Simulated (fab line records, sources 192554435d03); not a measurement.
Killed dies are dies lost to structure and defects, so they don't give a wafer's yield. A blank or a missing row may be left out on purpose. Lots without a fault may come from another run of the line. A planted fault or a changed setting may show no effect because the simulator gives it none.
fab line records | flow n5_finfet
record lots=7 wafers=21
route steps=1938 shown BEOL_M8@1336 BEOL_M9@1407 BEOL_M11@1539 BEOL_M12@1639
start_h: hours from the record's first day to the start of the lot's first wafer shown | wait_h: hours since the lot's step before | " the same as in the row above | L1.1+2: a row that stands for several wafers | - no value, or no start given | * or withheld: withheld | < > ~ a bound
route shown NAME@n: a module of which the file shows steps, and the number in the route of the first | usual: mean/standard deviation of fault-free wafers | same: alike in all rows | chamber/n: place in a boat | sites: the reading at each site | _std_site: their standard deviation | _edge_site: outer sites' mean less inner sites' | radius_mm: how far each site lies from the wafer's centre | mask NAME#n: copy n | behind: the tool/chamber that last shaped the wafer | hold: why the lot was held/for how many hours/how that ended | device: the transistor (n, p or np) that didn't switch | end of line: the same wafers' tests at the end of the route | a step without rows: its recipe alone | killed: dies lost to structure and defects at the first sort, not the wafer's yield | map: a wafer's dies, x killed, . not, _ none there
set.NAME: the setting as run; set.NAME@STEP: as run at that earlier step | model.NAME: the simulator's own value behind a step, which no gauge read
lots whose settings were changed on purpose; a table a step, a row a wafer
## steps
# step N5_BEOL_M8_HM_DEP_02
# recipe material=TiN target_thk_a=200 temp_c=25 chamber_pressure_pa=0.49996
# columns lot.wafer tool chamber start_h wait_h set.target_thk_a model.TiN_of_BEOL_M8_HM_DEP_02.thk_nm
L077.2+6 pvd_sputter-02 - 227.86 0.6 200 20
L077.5 " - " " 186.6 19
L080.2 pvd_sputter-03 - 246.87 3.0 225.5 22
L080.3 " - " " 225.5 21.8
L080.5 " - " " 200 20
L083.1 pvd_sputter-03 - 260.86 2.9 200 20.6
L083.2 " - " " 200 19.8
L083.6 " - " " 200 20
L087.2 pvd_sputter-01 - 289.39 1.3 175.4 17.6
L087.3 " - " " 175.4 16.8
L087.6 " - " " 200 19.6
L088.3 pvd_sputter-01 - 298.08 1.9 200 19.6
L088.4 " - " " 200 19.2
L088.5 " - " " 216.8 21.2
L093.2 pvd_sputter-01 - 324.06 1.1 200 19.8
L093.4 " - " " 219.6 21.6
L093.6 " - " " 219.6 21.4
L095.2 pvd_sputter-01 - 347.25 2.8 200 19.8
L095.4 " - " " 200 20.2
L095.5 " - " " 200 19.4
# step N5_BEOL_M8_COAT_59
# recipe resist=SOC temp_c=250 time_s=60 spin_rpm=1500 resist_thk_nm=100
# step N5_BEOL_M8_COAT_60
# recipe resist=SiARC temp_c=220 time_s=60 spin_rpm=1500 resist_thk_nm=35
# step N5_BEOL_M8_STRIP_68
# recipe chemistry=N2/H2 temp_c=40 n2_flow_sccm=200 h2_flow_sccm=200 rf_frequency_hz=6e+07
# step N5_BEOL_M8_STRIP_67
# recipe chemistry=CF4 resist=SiARC power_w=300 bias_power_w=75 pressure_mtorr=50 cf4_flow_sccm=150 rf_frequency_hz=6e+07
# step N5_BEOL_M8_HM_OPEN_17
# recipe chemistry=Cl2/BCl3 target_depth_a=200 overetch_a=60 target=TiN mask_material=SOC ion_energy_ev=150 pressure_mtorr=10 icp_w=1000 bias_w=126 Cl2_flow_sccm=53.25 bcl3_flow_sccm=21.75 Ar_flow_sccm=25
# columns lot.wafer tool chamber start_h wait_h set.target_thk_a@BEOL_M8_HM_DEP_02 model.etch.depth_nm
L077.2 rie_metal-01 1 228.72 0.0 200 19.94
L077.5 " 1 " " 186.6 19.1
L077.6 " 0 " " 200 20
L080.2 rie_metal-01 0 247.88 0.1 225.5 22.05
L080.3 " 0 " " 225.5 21.79
L080.5 " 0 " " 200 20.06
L083.1 rie_metal-03 0 261.72 0.0 200 20.58
L083.2 " 1 " " 200 19.83
L083.6 " 0 " " 200 20.08
L087.2 rie_metal-01 1 290.25 0.0 175.4 17.52
L087.3 " 0 " " 175.4 16.79
L087.6 " 1 " " 200 19.51
L088.3 rie_metal-03 1 299.26 0.1 200 19.51
L088.4 " 0 " " 200 19.24
L088.5 " 1 " " 216.8 21.26
L093.2 rie_metal-03 0 324.93 0.0 200 19.85
L093.4 " 0 " " 219.6 21.69
L093.6 " 0 " " 219.6 21.48
L095.2 rie_metal-02 0 348.23 0.0 200 19.83
L095.4 " 0 " " 200 20.28
L095.5 " 1 " " 200 19.35
# step N5_BEOL_M8_STRIP_19
# recipe chemistry=O2 power_w=400 temp_c=40 pressure_mtorr=30 rf_frequency_hz=6e+07 bias_power_w=0 overash_fraction=0.2 o2_flow_sccm=225
# step N5_BEOL_M8_STRIP_76
# recipe chemistry=C4F6/O2 resist=SiARC rf_frequency_hz=6e+07
# step N5_BEOL_M8_STRIP_36
# recipe chemistry=N2/H2 power_w=450 temp_c=40 pressure_mtorr=20 rf_frequency_hz=6e+07 overash_fraction=0.3 bias_power_w=7 h2_frac=0.5 n2_flow_sccm=200 h2_flow_sccm=200
# step N5_BEOL_M8_TRENCH_ETCH_37
# recipe chemistry=C4F6/O2 target_depth_a=934.78 target=SiCOH_lowk time_s=31.2 ion_energy_ev=250 pressure_mtorr=30 source_w=345 bias_w=185 Ar_flow_sccm=300 C4F6_flow_sccm=10 O2_flow_sccm=10
# columns lot.wafer tool chamber start_h wait_h set.target_thk_a@BEOL_M8_HM_DEP_02 model.TiN_of_BEOL_M8_HM_DEP_02.thk_nm
L077.2 rie_diel-01 0 - - 200 17.2
L077.5 " 1 " " 186.6 16.4
L077.6 " 0 " " 200 17.4
L080.2 rie_diel-01 1 - - 225.5 19.4
L080.3 " 2 " " 225.5 19.2
L080.5 " 1 " " 200 17.4
L083.1 rie_diel-04 3 - - 200 18
L083.2 " 2 " " 200 17.2
L083.6 " 3 " " 200 17.4
L087.2 rie_diel-04 1 - - 175.4 14.8
L087.3 " 0 " " 175.4 14
L087.6 " 3 " " 200 16.8
L088.3 rie_diel-02 2 - - 200 17
L088.4 " 3 " " 200 16.6
L088.5 " 0 " " 216.8 18.4
L093.2 rie_diel-04 2 - - 200 17.2
L093.4 " 0 " " 219.6 19
L093.6 " 1 " " 219.6 18.8
L095.2 rie_diel-04 0 - - 200 17
L095.4 " 2 " " 200 17.6
L095.5 " 0 " " 200 16.6
# step N5_BEOL_M9_COAT_60
# recipe resist=SiARC temp_c=220 time_s=60 spin_rpm=1500 resist_thk_nm=30
# columns lot.wafer tool chamber start_h wait_h set.spin_rpm model.SiARC_of_BEOL_M9_COAT_60.thk_nm
L077.2+6 litho_track-05 0 - - 1500 30
L077.5 " 0 " " 1392 31.2
L080.2 litho_track-02 0 - - 1411 31
L080.3+5 " 0 " " 1500 30
L083.1 litho_track-05 0 - - 1419 31
L083.2 " 0 " " 1500 30
L083.6 " 0 " " 1419 30.8
L087.2+3 litho_track-03 0 - - 1500 30
L087.6 " 0 " " 1667 28.4
L088.3+5 litho_track-05 0 - - 1500 30
L088.4 " 0 " " 1359 31.4
L093.2 litho_track-05 0 - - 1500 30
L093.4 " 0 " " 1500 29.8
L093.6 " 0 " " 1556 29.4
L095.2+4+5 litho_track-03 0 - - 1500 30
# step N5_BEOL_M9_COAT_05
# recipe resist=CAR-ArF spin_rpm=1500 resist_thk_nm=90
# step N5_BEOL_M9_EBR_07
# recipe solvent=PGMEA ebr_width_mm=1.5
# step N5_BEOL_M9_DESCUM_16
# recipe chemistry=O2 time_s=7.9 source_power_w=50 bias_power_w=20 pressure_mtorr=20 rf_frequency_hz=2.712e+07 temp_c=40 resist=CAR-ArF o2_flow_sccm=225
# step N5_BEOL_M9_ETCH_61
# recipe chemistry=CF4 target=SiARC target_depth_a=390 mask_material=CAR-ArF time_s=65 ion_energy_ev=80 pressure_mtorr=40 source_w=545 bias_w=36 Ar_flow_sccm=100 cf4_flow_sccm=100 ends=cleared
# columns lot.wafer tool chamber start_h wait_h set.spin_rpm@BEOL_M9_COAT_60 model.CAR-ArF_of_BEOL_M9_COAT_05.thk_nm model.etch.depth_nm
L077.2 rie_diel-03 0 237.27 0.0 1500 55.6 30.03
L077.5 " 3 " " 1392 54.2 31.15
L077.6 " 0 " " 1500 55.4 30.09
L080.2 rie_diel-06 1 256.76 0.0 1411 54.4 30.91
L080.3 " 0 " " 1500 55.2 29.99
L080.5 " 0 " " 1500 55.8 29.99
L083.1 rie_diel-05 0 273.21 0.0 1419 54 30.96
L083.2 " 3 " " 1500 55.2 30.04
L083.6 " 3 " " 1419 54.6 30.86
L087.2 rie_diel-06 0 298.62 0.0 1500 55.4 29.93
L087.3 " 3 " " 1500 55.6 29.94
L087.6 " 2 " " 1667 57 28.34
L088.3 rie_diel-06 0 310.14 0.0 1500 55.2 29.98
L088.4 " 2 " " 1359 54 31.35
L088.5 " 0 " " 1500 55.2 29.97
L093.2 rie_diel-05 1 333.91 0.0 1500 55.4 29.92
L093.4 " 0 " " 1500 55.4 29.83
L093.6 " 3 " " 1556 55.8 29.35
L095.2 rie_diel-05 2 359.35 0.0 1500 56 29.97
L095.4 " 2 " " 1500 56 29.92
L095.5 " 3 " " 1500 56 30
# step N5_BEOL_M9_ETCH_62
# recipe chemistry=N2/H2 target=SOC target_depth_a=1100 overetch_a=220 mask_material=SiARC temp_c=40 time_s=165 ion_energy_ev=200 pressure_mtorr=30 source_w=840 bias_w=150 n2_flow_sccm=200 h2_flow_sccm=200
# columns lot.wafer tool chamber start_h wait_h set.spin_rpm@BEOL_M9_COAT_60 model.SiARC_of_BEOL_M9_COAT_60.thk_nm
L077.2+6 rie_diel-03 0 237.32 0.0 1500 23.6
L077.5 " 3 " " 1392 24.6
L080.2 rie_diel-06 1 256.81 0.0 1411 24.6
L080.3+5 " 0 " " 1500 23.6
L083.1+6 rie_diel-05 0,3 273.26 0.0 1419 24.4
L083.2 " 3 " " 1500 23.6
L087.2 rie_diel-06 0 298.67 0.0 1500 23.6
L087.3 " 3 " " 1500 23
L087.6 " 2 " " 1667 21.4
L088.3+5 rie_diel-06 0 310.19 0.0 1500 23.6
L088.4 " 2 " " 1359 24.4
L093.2+4 rie_diel-05 1,0 333.96 0.0 1500 23.2
L093.6 " 3 " " 1556 23
L095.2+4 rie_diel-05 2 359.40 0.0 1500 24
L095.5 " 3 " " 1500 23.8
# step N5_BEOL_M11_PECVD_70
# recipe material=SiO2 target_thk_a=200 temp_c=400 precursor=TEOS/O2 pressure_torr=5.5 rf_w=450 teos_flow_sccm=53.8 gas=O2 flow_sccm=3000 time_s=22.7
# columns lot.wafer tool chamber start_h wait_h set.time_s model.SiO2_of_BEOL_M11_PECVD_70.thk_nm
L077.2 pecvd-03 2 253.12 0.0 22.7 19.2
L077.5 " 0 " " 22.7 20
L077.6 " 1 " " 25.98 22.8
L080.2 pecvd-02 1 271.10 0.0 22.7 19.8
L080.3+5 " 2,0 " " 22.7 20
L083.1 pecvd-03 2 287.72 0.0 22.7 19
L083.2 " 0 " " 22.7 19.6
L083.6 " 2 " " 22.7 19.4
L088.3 pecvd-01 2 330.92 0.0 20.7 18.2
L088.4 " 0 " " 22.7 20.6
L088.5 " 2 " " 22.7 20.4
L087.2 pecvd-03 2 332.36 0.0 22.7 19.4
L087.3 " 0 " " 22.7 19.6
L087.6 " 0 " " 22.7 19.8
L093.2 pecvd-01 1 356.41 0.0 22.7 20.2
L093.4+6 " 0,1 " " 19.96 18.6
L095.2 pecvd-01 2 381.10 0.0 22.7 19.8
L095.4+5 " 1,0 " " 22.7 20.6
# step N5_BEOL_M11_COAT_63
# recipe resist=SOC temp_c=250 time_s=60 spin_rpm=1500 resist_thk_nm=100
# columns lot.wafer tool chamber start_h wait_h set.spin_rpm model.SOC_of_BEOL_M11_COAT_63.thk_nm
L077.2 litho_track-01 0 256.85 0.1 1500 99.8
L077.5 " 0 " " 1664 94.8
L077.6 " 0 " " 1664 95
L080.2+3 litho_track-01 0 274.57 0.0 1500 100
L080.5 " 0 " " 1367 105
L083.1+2 litho_track-01 0 292.29 1.6 1635 95.6
L083.6 " 0 " " 1500 99.6
L088.3 litho_track-01 0 332.35 0.1 1500 100.2
L088.4 " 0 " " 1424 102.6
L088.5 " 0 " " 1500 99.8
L087.2 litho_track-01 0 336.92 2.7 1500 100.2
L087.3 " 0 " " 1396 104.4
L087.6 " 0 " " 1396 104
L093.2 litho_track-02 0 360.15 0.1 1626 96.4
L093.4 " 0 " " 1626 96.2
L093.6 " 0 " " 1500 100
L095.2+4 litho_track-01 0 385.56 2.1 1500 99.8
L095.5 " 0 " " 1500 100
# step N5_BEOL_M11_EXPOSE_25
# recipe mask_id=V10 na=1.35 source_shape=annular sigma_inner=0.5 sigma_outer=0.8 polarization=unpolarized dose_mj=85.5
# columns lot.wafer tool chamber start_h wait_h mask set.dose_mj
L077.2+6 arfi_scanner-02 0 257.10 - V10#0 85.5
L077.5 " 0 " " V10#0 88.01
L080.2+3+5 arfi_scanner-01 0 274.82 - V10#0 85.5
L083.1+2 arfi_scanner-01 0 292.53 - V10#0 85.5
L083.6 " 0 " " V10#0 89.69
L088.3+4 arfi_scanner-01 0 332.61 - V10#0 85.5
L088.5 " 0 " " V10#0 90.76
L087.2+3 arfi_scanner-01 0 337.05 - V10#0 81.89
L087.6 " 0 " " V10#0 85.5
L093.2+4 arfi_scanner-03 0 360.40 - V10#0 91.57
L093.6 " 0 " " V10#0 85.5
L095.2+4+5 arfi_scanner-02 0 385.68 - V10#0 85.5
# step N5_BEOL_M11_PEB_26
# recipe peb_temp_c=withheld peb_time_s=60 resist=CAR-ArF
# step N5_BEOL_M11_DEVELOP_27
# recipe develop_time_s=30 developer=TMAH resist=CAR-ArF rinse_liquid=diw dry=air_spin dev_temp_c=23
# step N5_BEOL_M11_CD_MEAS_28
# recipe target_cd_nm=70 landing_energy_ev=500 detector=se_inlens polarity=opening
# usual cd_nm=69.9/1.2
# columns lot.wafer tool chamber start_h wait_h set.dose_mj@BEOL_M11_EXPOSE_25 cd_nm
L077.2 cd_sem-01 0 257.22 - 85.5 67.4
L077.5 " 0 " " 88.01 71.1
L077.6 " 0 " " 85.5 69.4
L080.2 cd_sem-03 0 274.94 - 85.5 70.5
L080.3 " 0 " " 85.5 69.5
L080.5 " 0 " " 85.5 69.2
L083.1 cd_sem-01 0 292.67 - 85.5 70.0
L083.2 " 0 " " 85.5 68.9
L083.6 " 0 " " 89.69 71.5
L088.3 cd_sem-03 0 332.73 - 85.5 71.8
L088.4 " 0 " " 85.5 71.4
L088.5 " 0 " " 90.76 77.2
L087.2 cd_sem-01 0 337.17 - 81.89 66.9
L087.3 " 0 " " 81.89 65.5
L087.6 " 0 " " 85.5 69.1
L093.2 cd_sem-02 0 360.52 - 91.57 75.0
L093.4 " 0 " " 91.57 76.6
L093.6 " 0 " " 85.5 68.9
L095.2 cd_sem-02 0 385.81 - 85.5 70.4
L095.4 " 0 " " 85.5 71.2
L095.5 " 0 " " 85.5 71.2
# step N5_BEOL_M11_DESCUM_33
# recipe chemistry=O2 time_s=7.9 source_power_w=50 bias_power_w=20 pressure_mtorr=20 rf_frequency_hz=2.712e+07 temp_c=40 resist=CAR-ArF o2_flow_sccm=225
# step N5_BEOL_M11_ETCH_65
# recipe chemistry=CF4 target=SiARC target_depth_a=390 mask_material=CAR-ArF time_s=65 ion_energy_ev=80 pressure_mtorr=40 source_w=545 bias_w=36 Ar_flow_sccm=100 cf4_flow_sccm=100 ends=cleared
# step N5_BEOL_M11_ETCH_66
# recipe chemistry=N2/H2 target=SOC target_depth_a=1200 overetch_a=240 mask_material=SiARC temp_c=40 time_s=180 ion_energy_ev=200 pressure_mtorr=30 source_w=840 bias_w=150 n2_flow_sccm=200 h2_flow_sccm=200
# columns lot.wafer tool chamber start_h wait_h set.spin_rpm@BEOL_M11_COAT_63 model.etch.depth_nm
L077.2 rie_diel-05 1 257.42 0.0 1500 99.77
L077.5 " 1 " " 1664 94.72
L077.6 " 2 " " 1664 95.1
L080.2 rie_diel-05 3 275.98 0.0 1500 100
L080.3 " 2 " " 1500 99.95
L080.5 " 1 " " 1367 105
L083.1 rie_diel-06 3 293.07 0.0 1635 95.65
L083.2 " 2 " " 1635 95.51
L083.6 " 3 " " 1500 99.67
L088.3 rie_diel-06 1 332.90 0.0 1500 100.3
L088.4 " 0 " " 1424 102.6
L088.5 " 3 " " 1500 99.8
L087.2 rie_diel-03 3 337.35 0.0 1500 100.3
L087.3 " 0 " " 1396 104.4
L087.6 " 3 " " 1396 103.9
L093.2 rie_diel-03 3 361.30 0.0 1626 96.35
L093.4 " 1 " " 1626 96.24
L093.6 " 3 " " 1500 100
L095.2 rie_diel-06 3 385.98 0.0 1500 99.74
L095.4 " 0 " " 1500 99.89
L095.5 " 2 " " 1500 99.96
# step N5_BEOL_M11_STRIP_69
# recipe chemistry=N2/H2 temp_c=40 n2_flow_sccm=200 h2_flow_sccm=200 rf_frequency_hz=6e+07
# step N5_BEOL_M11_VIA_ETCH_34
# recipe chemistry=C4F6/O2 target=SiCOH_lowk target_depth_a=1845 mask_material=SOC taper_deg=4 time_s=69.2 ion_energy_ev=250 pressure_mtorr=30 source_w=345 bias_w=185 Ar_flow_sccm=300 C4F6_flow_sccm=10 O2_flow_sccm=10
# columns lot.wafer tool chamber start_h wait_h set.spin_rpm@BEOL_M11_COAT_63 model.SOC_of_BEOL_M11_COAT_63.thk_nm
L077.2 rie_diel-05 1 257.55 0.0 1500 91.6
L077.5 " 1 " " 1664 86.6
L077.6 " 2 " " 1664 87.6
L080.2 rie_diel-05 3 276.10 0.0 1500 92.2
L080.3 " 2 " " 1500 92.4
L080.5 " 1 " " 1367 96.8
L083.1 rie_diel-06 3 293.19 0.0 1635 87.6
L083.2 " 2 " " 1635 87
L083.6 " 3 " " 1500 91.6
L088.3 rie_diel-06 1 333.02 0.0 1500 92
L088.4 " 0 " " 1424 94.6
L088.5 " 3 " " 1500 91.8
L087.2 rie_diel-03 3 337.47 0.0 1500 92.6
L087.3 " 0 " " 1396 96.4
L087.6 " 3 " " 1396 96.2
L093.2 rie_diel-03 3 361.42 0.0 1626 88.6
L093.4 " 1 " " 1626 88.4
L093.6 " 3 " " 1500 92.2
L095.2 rie_diel-06 3 386.10 0.0 1500 91.6
L095.4 " 0 " " 1500 92
L095.5 " 2 " " 1500 91.4
# step N5_BEOL_M12_TRENCH_ETCH_34
# recipe chemistry=C4F8/O2/Ar target=SiOC target_depth_a=3189.5 mask_material=SOC pressure_mtorr=30 source_w=3000 bias_w=700 Ar_flow_sccm=400 C4F8_flow_sccm=15 O2_flow_sccm=8 he_inner_torr=15 he_outer_torr=30 time_s=125.5 ion_energy_ev=250
# columns lot.wafer tool chamber start_h wait_h set.time_s model.etch.depth_nm
L077.2 rie_diel-02 2 264.40 0.0 139.4 339.1
L077.5 " 3 " " 139.4 359
L077.6 " 2 " " 139.4 345.8
L080.2 rie_diel-01 1 282.51 0.0 114.1 287.6
L080.3 " 2 " " 114.1 284.1
L080.5 " 1 " " 125.5 316.5
L083.1 rie_diel-04 1 298.83 0.0 150.3 381
L083.2 " 0 " " 125.5 324
L083.6 " 2 " " 150.3 385.3
L088.3 rie_diel-04 2 339.90 0.0 125.5 325
L088.4 " 3 " " 125.5 328.2
L088.5 " 2 " " 125.5 323.5
L087.2 rie_diel-02 3 343.73 0.0 114.5 296.2
L087.3 " 0 " " 125.5 318.4
L087.6 " 3 " " 114.5 292
L093.2 rie_diel-04 1 369.21 0.0 125.5 320.2
L093.4 " 2 " " 117.1 305.7
L093.6 " 2 " " 125.5 328.6
L095.2 rie_diel-01 3 391.11 0.0 125.5 312.6
L095.4 " 2 " " 125.5 305.5
L095.5 " 0 " " 125.5 321.4
# step N5_BEOL_M12_STRIP_70
# recipe chemistry=C4F8/O2/Ar resist=SiARC rf_frequency_hz=6e+07
# step N5_BEOL_M12_OCD_MEAS_35
# usual trench_depth_nm=321/5.4
# columns lot.wafer tool chamber start_h wait_h set.time_s@BEOL_M12_TRENCH_ETCH_34 trench_depth_nm
L077.2 ocd-02 - 264.56 0.0 139.4 339
L077.5 " - " " 139.4 359
L077.6 " - " " 139.4 346
L080.2 ocd-02 - 282.66 0.0 114.1 287
L080.3 " - " " 114.1 284
L080.5 " - " " 125.5 317
L083.1 ocd-02 - 298.98 0.0 150.3 382
L083.2 " - " " 125.5 324
L083.6 " - " " 150.3 386
L088.3 ocd-01 - 340.06 0.0 125.5 325
L088.4 " - " " 125.5 328
L088.5 " - " " 125.5 324
L087.2 ocd-01 - 343.89 0.0 114.5 296
L087.3 " - " " 125.5 319
L087.6 " - " " 114.5 292
L093.2 ocd-01 - 369.37 0.0 125.5 320
L093.4 " - " " 117.1 306
L093.6 " - " " 125.5 329
L095.2 ocd-01 - 391.26 0.0 125.5 312
L095.4 " - " " 125.5 305
L095.5 " - " " 125.5 321
## key
split step=N5_BEOL_M8_HM_DEP_02 setting=target_thk_a stated=200 by=wafer
response step=N5_BEOL_M8_HM_DEP_02 reading=model.TiN_of_BEOL_M8_HM_DEP_02.thk_nm change=+0.176 per=1% r=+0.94
response step=N5_BEOL_M8_HM_OPEN_17 reading=model.etch.depth_nm change=+0.174 per=1% r=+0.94
response step=N5_BEOL_M8_TRENCH_ETCH_37 reading=model.TiN_of_BEOL_M8_HM_DEP_02.thk_nm change=+0.171 per=1% r=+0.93
split step=N5_BEOL_M9_COAT_60 setting=spin_rpm stated=1500 by=wafer
response step=N5_BEOL_M9_COAT_60 reading=model.SiARC_of_BEOL_M9_COAT_60.thk_nm change=-0.153 per=1% r=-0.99
response step=N5_BEOL_M9_ETCH_61 reading=model.CAR-ArF_of_BEOL_M9_COAT_05.thk_nm change=+0.147 per=1% r=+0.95
response step=N5_BEOL_M9_ETCH_61 reading=model.etch.depth_nm change=-0.148 per=1% r=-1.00
response step=N5_BEOL_M9_ETCH_62 reading=model.SiARC_of_BEOL_M9_COAT_60.thk_nm change=-0.137 per=1% r=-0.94
split step=N5_BEOL_M11_PECVD_70 setting=time_s stated=22.7 by=wafer
response step=N5_BEOL_M11_PECVD_70 reading=model.SiO2_of_BEOL_M11_PECVD_70.thk_nm change=+0.199 per=1% r=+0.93
split step=N5_BEOL_M11_COAT_63 setting=spin_rpm stated=1500 by=wafer
response step=N5_BEOL_M11_COAT_63 reading=model.SOC_of_BEOL_M11_COAT_63.thk_nm change=-0.486 per=1% r=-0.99
response step=N5_BEOL_M11_ETCH_66 reading=model.etch.depth_nm change=-0.486 per=1% r=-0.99
response step=N5_BEOL_M11_VIA_ETCH_34 reading=model.SOC_of_BEOL_M11_COAT_63.thk_nm change=-0.468 per=1% r=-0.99
split step=N5_BEOL_M11_EXPOSE_25 setting=dose_mj stated=85.5 by=wafer
response step=N5_BEOL_M11_CD_MEAS_28 reading=cd_nm change=+0.821 per=1% r=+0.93
split step=N5_BEOL_M12_TRENCH_ETCH_34 setting=time_s stated=125.5 by=wafer
response step=N5_BEOL_M12_TRENCH_ETCH_34 reading=model.etch.depth_nm change=+3 per=1% r=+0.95
response step=N5_BEOL_M12_OCD_MEAS_35 reading=trench_depth_nm change=+3.02 per=1% r=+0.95
